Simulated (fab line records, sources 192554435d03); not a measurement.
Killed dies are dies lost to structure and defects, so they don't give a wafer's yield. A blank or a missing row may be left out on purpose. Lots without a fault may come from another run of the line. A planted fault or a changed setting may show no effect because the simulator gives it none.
Problem report in the 8D (eight disciplines) form, filled by code | flow n5_finfet | the parts of the form that need people (team, actions taken, sign-off) are left out

1. THE PROBLEM
bias_w at N5_BEOL_M6_ETCH_62 reads a mean of 116.3 W on 2 wafers of 2 lots; wafers without a fault read 150.1 W with a standard deviation of 0.41. That is -82 standard deviations from the usual mean.
The step: etches SOC in N2/H2, target depth 110 nm, overetch 22 nm, time 165 s.
First seen on wafer L970.5, day 13 12:35, on rie_diel-05. The record holds 18 wafers of 6 lots with a number at this step. Rule for "out", or "out of limits": more than 4 standard deviations from the usual mean. The other wafers with a number count as sound.

2. WHAT IT IS AND WHAT IT IS NOT
question                    | is                | is not
which readings at this step | bias_w, rf_vpp_V  | drypump_motor_current_A, oes_product_au, showerhead_plenum_p_Torr, throttle_valve_pct
which lots                  | L970, L972        | L951, L952, L956, L958
which wafers of those lots  | L970.5, L972.4    | L970.3, L970.6, L972.1, L972.2
read on which tools         | rie_diel-05       | rie_diel-04
when                        | from day 13 12:35 | up to then (14 sound wafers); but 2 sound wafers of L972 came after

3. SUSPECTS, AND WHAT RULES EACH OUT
Counting: a tool at a process step up to the reading stays a suspect if it ran every lot that is out. Sound lots after the first of them don't rule it out here, since some wafers of a struck lot are sound.
- rie_diel-05 at N5_BEOL_M6_DESCUM_16 (chemistry O2, time 7.9 s): kept. It ran every lot that is out, first L970 (day 13 12:29); its last sound lot up to then is L958 (day 10 13:18).
- rie_diel-05 at N5_BEOL_M6_ETCH_61 (etches SiARC in CF4, target depth 45.5 nm, time 75.8 s): kept. It ran every lot that is out, first L970 (day 13 12:31); its last sound lot up to then is L958 (day 10 13:20).
- rie_diel-05 at N5_BEOL_M6_ETCH_62 (etches SOC in N2/H2, target depth 110 nm, overetch 22 nm, time 165 s): kept. It ran every lot that is out, first L970 (day 13 12:35); its last sound lot up to then is L958 (day 10 13:23). Its own readings are out on those wafers: bias_w, rf_vpp_V.
- Within rie_diel-05 at N5_BEOL_M6_DESCUM_16: the wafers that are out ran in chamber 0; their sound lot-mates ran in chambers 1, 2.
- Within rie_diel-05 at N5_BEOL_M6_ETCH_61: the wafers that are out ran in chamber 0; their sound lot-mates ran in chambers 1, 2.
- Within rie_diel-05 at N5_BEOL_M6_ETCH_62: the wafers that are out ran in chamber 0; their sound lot-mates ran in chambers 1, 2.
Left after counting: rie_diel-05 at N5_BEOL_M6_DESCUM_16, rie_diel-05 at N5_BEOL_M6_ETCH_61, rie_diel-05 at N5_BEOL_M6_ETCH_62.

4. THE CAUSE (what the simulator had put in)
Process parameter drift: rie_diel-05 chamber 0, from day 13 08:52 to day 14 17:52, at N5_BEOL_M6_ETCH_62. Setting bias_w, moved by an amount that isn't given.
Counting left 3 suspects, and this tool is among them.

5. THE CHAIN OF EFFECTS, in route order
Each row: a reading whose mean over the struck wafers that have a number lies more than 3 standard deviations from the usual. Only readings for which the record gives a usual standard deviation are gone through. hours: the time from each lot's start at the first step in this table that gives one to its start at this step, as a median over the lots. sigmas: the change in usual standard deviations.
hours | step               | reading  | usual   | on struck wafers | change | sigmas
0     | N5_BEOL_M6_ETCH_62 | bias_w   | 150.1 W | 116.3            | -33.8  | -82
0     | N5_BEOL_M6_ETCH_62 | rf_vpp_V | 524.4 V | 447.8            | -76.6  | -31
The process steps in it:
- N5_BEOL_M6_ETCH_62: etches SOC in N2/H2, target depth 110 nm, overetch 22 nm, time 165 s.

6. WHAT WOULD HAVE CAUGHT IT SOONER
In this record the first reading out of limits was taken at day 13 12:35, 4 hours after the fault began at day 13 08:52.
